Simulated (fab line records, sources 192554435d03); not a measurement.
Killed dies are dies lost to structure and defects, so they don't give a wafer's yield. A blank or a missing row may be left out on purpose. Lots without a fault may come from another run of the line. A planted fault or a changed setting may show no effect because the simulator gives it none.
Which tool did it? | flow n5_finfet | 12 lots, 36 wafers sampled, at 2 steps of a route of 1938

WHAT THE GAUGES READ, wafer by wafer
N5_START_INSPECT_01: inspects for defects (unpatterned scan). Usual: raw_defect_count 6.1, standard deviation 2.7.
lot  | measured    | on                | raw_defect_count | flag
L884 | day 1 18:02 | defect_inspect-01 | 5 9 6            |
L885 | day 2 00:02 | defect_inspect-02 | 4 6 7            |
L886 | day 2 06:02 | defect_inspect-02 | 5 6 6            |
L888 | day 2 18:02 | defect_inspect-02 | 10 4 4           |
L889 | day 3 00:02 | defect_inspect-01 | 4 3 9            |
L890 | day 3 06:02 | defect_inspect-02 | 12 8 7           |
L896 | day 4 18:02 | defect_inspect-02 | 7 8 11           |
L901 | day 6 00:02 | defect_inspect-02 | 6 6 8            |
L902 | day 6 06:02 | defect_inspect-02 | 6 5 9            |
L903 | day 6 12:02 | defect_inspect-02 | 6 4 5            |
L904 | day 6 18:02 | defect_inspect-02 | 6 8 3            |
L905 | day 7 00:02 | defect_inspect-02 | 5 4 4            |

N5_WELL_APT_OVL_MEAS_09. Usual: NWELL_OVL -1 nm, standard deviation 4.7.
lot  | measured    | on         | NWELL_OVL (nm) | flag
L884 | day 1 19:44 | overlay-01 | -7 -2 -4       |
L885 | day 2 01:47 | overlay-01 | -3 5 -1        |
L886 | day 2 08:16 | overlay-01 | -1 -4 1        |
L888 | day 2 20:34 | overlay-02 | -9 2 -7        |
L889 | day 3 01:38 | overlay-01 | -6 2 -11       |
L890 | day 3 07:58 | overlay-02 | 8 5 3          |
L896 | day 4 20:05 | overlay-02 | 4 -3 -3        |
L901 | day 6 01:50 | overlay-01 | 4 10 11        |
L902 | day 6 07:50 | overlay-01 | 2 -6 -3        |
L903 | day 6 13:54 | overlay-01 | 1 -5 -4        |
L904 | day 6 20:56 | overlay-02 | -4 0 5         |
L905 | day 7 01:38 | overlay-02 | -4 -10 -9      |

WHICH TOOL RAN EACH LOT (tool, then ch and the chambers of the sampled wafers, then the start)
The record holds no process step before these readings.

WHAT THE TOOLS THEMSELVES READ (means of the sampled wafers that have a number; where no wafer has one, the mark that the record gives instead)
The record holds no such reading with a usual standard deviation.

THE ANSWER, worked out from the rows above alone
Rule: a lot is off if the mean of its wafers that have a number lies more than 3 standard deviations from the usual mean. A lot without any number at a reading at which 4 lots or more have one is off too. The other lots that the step has rows for count as sound. The gauges are gone through in route order, then the tools' own readings, and for those a lot's mean is taken as printed above. The first step at which some lot is off is used, and at that step the reading that is off furthest; a lot without a number counts as furthest.
No lot is off at any reading shown: from this, nothing can be told.

WHAT THE SIMULATOR HAD PUT IN
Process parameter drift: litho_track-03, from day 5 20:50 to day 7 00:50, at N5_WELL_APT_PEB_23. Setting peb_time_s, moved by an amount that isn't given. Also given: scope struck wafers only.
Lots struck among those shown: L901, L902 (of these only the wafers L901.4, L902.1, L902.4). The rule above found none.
